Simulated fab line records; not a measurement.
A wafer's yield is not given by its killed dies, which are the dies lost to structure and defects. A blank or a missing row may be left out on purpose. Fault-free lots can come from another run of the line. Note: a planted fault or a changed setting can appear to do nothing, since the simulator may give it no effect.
2 desks, one fault    flow n5_finfet    what lay behind the numbers comes last; until then each desk has only its own

THE TOOL OWNER'S DESK: pecvd-02
The tool's own readings at N5_BEOL_M5_ILD_DEP_00 (deposits SiCOH lowk from DEMS/porogen, target thk 140.64 nm, time 25.9 s): means of the sampled wafers that have a number, for each lot that ran on this tool. A lot is out of limits, marked OUT, if its mean lies more than 4 standard deviations from the usual mean; the brackets give that distance.
Columns: A = chamber_pressure_Torr at N5_BEOL_M5_ILD_DEP_00, usual 4.999 Torr; B = heater_power_w at N5_BEOL_M5_ILD_DEP_00, usual 300 W; C = showerhead_plenum_p_Torr at N5_BEOL_M5_ILD_DEP_00, usual 5.740 Torr; D = susceptor_temp_C at N5_BEOL_M5_ILD_DEP_00, usual 299.99 C; E = throttle_valve_pct at N5_BEOL_M5_ILD_DEP_00, usual 14.0 %
lot   first seen here  A      B    C      D                 E
L936  day 8 14:59      5.003  309  5.745  300.05            14.6
L941  day 9 15:17      4.990  284  5.751  300.02            14.6
L940  day 9 20:42      5.008  287  5.747  300.13            14.7
L950  day 12 05:40     5.000  322  5.742  302.39 (+13) OUT  14.1
Finding of this desk: L950 out of limits; the first was L950 at day 12 05:40, on susceptor_temp_C at N5_BEOL_M5_ILD_DEP_00. In limits: L936, L941, L940.

THE METROLOGY DESK
Means of the sampled wafers that have a number, per lot and without regard to the tool the lot ran on: this is what the gauges read. A lot is out of limits, marked OUT, if its mean lies more than 4 standard deviations from the usual mean; the brackets give that distance.
Columns: A = M5_ILD_THK at N5_BEOL_M5_THK_MEAS_01, usual 121.7 nm
lot   first seen here  A
L933  day 7 13:59      121.6
L936  day 8 15:34      120.4
L939  day 9 14:13      123.3
L941  day 9 16:13      122.4
L940  day 9 21:16      121.2
L945  day 11 07:51     121.8
L950  day 12 06:14     120.7
L952  day 12 16:08     121.3
L953  day 12 16:44     121.8
L956  day 13 23:45     121.3
This desk's verdict: no lot among the 10 shows anything out of limits.

TAKEN TOGETHER
An alarm could have come from the tool owner's desk at day 12 05:40, on L950.
Metrology desk: nothing out of limits seen.
The metrology desk has L950 on record, within its limits.
The lots listed all ran N5_BEOL_M5_ILD_DEP_00 on pecvd-02.

WHAT WAS PUT IN BY THE SIMULATOR
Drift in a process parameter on pecvd-02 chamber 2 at N5_BEOL_M5_ILD_DEP_00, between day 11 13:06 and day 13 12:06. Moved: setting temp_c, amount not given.
Lots struck among those shown: L950.
Each desk's first reading out of limits, in hours after the fault started: the tool owner's desk, 17.
